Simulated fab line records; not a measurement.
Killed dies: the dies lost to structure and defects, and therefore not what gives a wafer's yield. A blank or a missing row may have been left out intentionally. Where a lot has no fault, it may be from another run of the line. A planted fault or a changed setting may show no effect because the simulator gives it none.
Comparing a struck lot with a sound one -- flow nand harc -- 15 steps out of a route of 1302
Sound: these wafers, L770.3, L770.4, L770.5. Struck: wafers L756.3, L756.5, L756.6. Last of all comes the cause.
At each step with rows: each side's tool, then ch and its chambers, then its first start. Under that, the readings that differ: sound wafers -- struck wafers -- difference of the means -- sigmas: that difference in standard deviations of wafers without a fault.
alike: readings whose means differ by less than 2 such deviations, and words and numbers that are the same on both sides. not compared: withheld readings, readings that some wafer has no value for, bounds like >300 that may hide the same value, and numbers for which the record gives no deviation and whose values overlap.
A row with sigmas, a row that says differs or no value, or rows on one side alone: a step with any of these is where the two part. Numbers that have no deviation but don't overlap get no sigmas and don't part them. Lack of a reading on every wafer of one side parts them only where that side has two or more wafers.

NHARC_A_CHANNEL_HOLE_D2_ETCH_26: etches the open film in C4F8/O2/Ar, time 224.1 s, target depth 300 nm.
  sound on har etch-01 ch 0,1, day 22 22:49; struck on har etch-01 ch 0,1, day 16 18:43
  alike: drypump motor current A, showerhead plenum p Torr, throttle valve pct
  not compared: rf hours counter h
NHARC_A_CHANNEL_HOLE_D2_ETCH_27: etches the open film in C4F8/O2/Ar, time 90 s, target depth 400 nm.
  sound on har etch-01 ch 0,1, day 22 23:01; struck on har etch-01 ch 0,1, day 16 18:54
  alike: drypump motor current A, showerhead plenum p Torr, throttle valve pct
  not compared: rf hours counter h
then, 3 steps without rows for these wafers: NHARC_A_CHANNEL_HOLE_D2_STRIP_41 (strips in N2/H2); NHARC_A_CHANNEL_HOLE_D2_STRIP_42 (strips in CF4/CHF3); NHARC_A_CHANNEL_HOLE_D2_STRIP_43 (strips in O2/COS).
NHARC_A_CHANNEL_HOLE_D2_ETCH_44: etches the open film in CF4/O2, target depth 140 nm, overetch 14 nm, time 77 s.
  sound on rie diel-06 ch 1,2,3, day 22 23:42; struck on rie diel-06 ch 0,1, day 16 19:35
  alike: bias w, drypump motor current A, oes product au, rf vpp V, showerhead plenum p Torr, throttle valve pct
  not compared: rf hours counter h
NHARC_A_CHANNEL_HOLE_D2_STRIP_28: strips in O2.
  sound: rie diel-06 ch 0,3; struck: rie diel-06 ch 0,1,3
  alike: drypump motor current A, oes product au, rf vpp V, showerhead plenum p Torr, throttle valve pct
  not compared: rf hours counter h
then, 2 steps without rows for these wafers: NHARC_A_CHANNEL_HOLE_D2_PRECLEAN_29 (cleans in SC1); NHARC_A_CHANNEL_HOLE_D2_SRD_30.
NHARC_A_CHANNEL_HOLE_D2_CD_MEAS_31:
  struck on cd sem-02, day 16 20:23; sound on cd sem-02, day 23 00:31
  alike: cd nm
NHARC_A_CHANNEL_HOLE_D2_XSEM_32:
  sound on xsem-02 ch 0, day 23 00:36; struck on xsem-02 ch 0, day 16 20:28
reading,sound,struck,difference,sigmas
bow nm (nm),8.42 8.40 8.44,8.93 8.88 8.82,+0.46,+2
  alike: bot cd nm, tilt deg
NHARC_A_CHANNEL_HOLE_D2_INSPECT_40:
  struck on defect inspect-02, day 16 20:34; sound on defect inspect-02, day 23 00:41
  alike: raw defect count
NHARC_A_CHANNEL_FILL_D2_PRECLEAN_00: cleans in SC1.
  sound on wet bench-06 ch 1,4,7, day 23 00:44; struck on wet bench-01 ch 2,5,6, day 16 20:37
  no value came back on the struck wafers for bath age min, bath guard temp C (C), nh4oh flow mL min; on the sound wafers bath age min reads 0 0 0
following that, these wafers have no rows for 1 step: NHARC_A_CHANNEL_FILL_D2_SRD_01.
-- break in the record here, with 11 days between the starts of the struck wafers on either side (left off in module A_CHANNEL_FILL_D2, picked up again in module END, where the first step shown is number 1302 on the route) --
NHARC_END_SORT_01:
  only the struck wafers appear in the record here, on prober-02 ch 0 at day 27 15:40; the sound ones have no rows

## WHERE THEY PART
Earliest at NHARC_A_CHANNEL_HOLE_D2_XSEM_32; latest, in this record, at NHARC_END_SORT_01.

WHY: whatever the simulator had introduced
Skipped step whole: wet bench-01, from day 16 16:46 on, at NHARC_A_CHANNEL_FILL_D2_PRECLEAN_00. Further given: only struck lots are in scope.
